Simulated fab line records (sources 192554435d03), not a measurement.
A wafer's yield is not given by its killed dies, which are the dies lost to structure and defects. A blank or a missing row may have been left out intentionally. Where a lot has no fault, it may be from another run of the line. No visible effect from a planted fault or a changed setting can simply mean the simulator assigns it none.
Which of the tools did it? + flow n5-finfet + 36 wafers from 12 lots sampled at 2 of the route's 1938 steps

== WHAT THE GAUGES READ, wafer by wafer ==
N5_BEOL_M0_SAQP_CD_MEAS_25 targets a cd of 13.1 nm.
| lot  | measured     | on        | cd-nm (nm)        |
|------|--------------|-----------|-------------------|
| L074 | day 6 05:38  | cd-sem-01 | 12.56 12.87 12.67 |
| L077 | day 6 15:54  | cd-sem-03 | 13.15 12.69 12.61 |
| L079 | day 6 23:13  | cd-sem-02 | 12.82 12.76 12.53 |
| L081 | day 7 06:55  | cd-sem-01 | 12.70 12.71 13.10 |
| L083 | day 8 04:28  | cd-sem-02 | 12.56 12.71 12.65 |
| L085 | day 8 21:36  | cd-sem-01 | 12.88 13.17 12.82 |
| L087 | day 9 07:37  | cd-sem-01 | 12.64 12.48 12.81 |
| L089 | day 9 13:08  | cd-sem-02 | 12.94 12.68 12.71 |
| L091 | day 9 21:28  | cd-sem-01 | 12.51 12.60 12.99 |
| L092 | day 11 10:29 | cd-sem-03 | 12.91 13.05 13.00 |
| L095 | day 11 11:39 | cd-sem-01 | 12.43 13.04 12.67 |
| L096 | day 11 12:12 | cd-sem-02 | 12.46 12.79 13.28 |

== EACH LOT AND THE TOOL THAT RAN IT (in order: tool; ch and the chambers of the sampled wafers; start) ==
| lot  | N5_BEOL_M0_SAQP_PECVD_03        |
|------|---------------------------------|
| L074 | pecvd-01 ch 0,1,2, day 6 02:31  |
| L077 | pecvd-02 ch 0,2, day 6 13:08    |
| L079 | pecvd-03 ch 0,1,2, day 6 20:50  |
| L081 | pecvd-01 ch 0,1,2, day 7 03:45  |
| L083 | pecvd-03 ch 1,2, day 8 02:13    |
| L085 | pecvd-01 ch 0,2, day 8 19:15    |
| L087 | pecvd-01 ch 1,2, day 9 04:17    |
| L089 | pecvd-01 ch 1,2, day 9 10:13    |
| L091 | pecvd-02 ch 0,2, day 9 18:19    |
| L092 | pecvd-03 ch 0,1,2, day 11 08:04 |
| L095 | pecvd-03 ch 1,2, day 11 08:16   |
| L096 | pecvd-02 ch 0,1, day 11 09:10   |
- N5_BEOL_M0_SAQP_PECVD_03: deposits SiCN from 3MS/NH3, target thk 12 nm, time 21.1 s.

== THE ANSWER, worked out from the rows above alone ==
Rule: usual is defined by the lots themselves. Put in order of their means at a reading, lots are off if they are a third of the lots or fewer, leave a main group of 4 or more, and stand apart from it by a gap of 3 or more times the standard deviation of the main group's means; of several such gaps the widest counts. The tables above print the reading to a certain number of digits; a main group whose means all agree to those digits is not used. A lot without any number at a reading at which 4 lots or more have one is off too. Any other lot the step has rows for is counted as sound.
No lot is off on any of the readings shown, so nothing can be concluded from this.

== WHAT WAS PUT IN BY THE SIMULATOR ==
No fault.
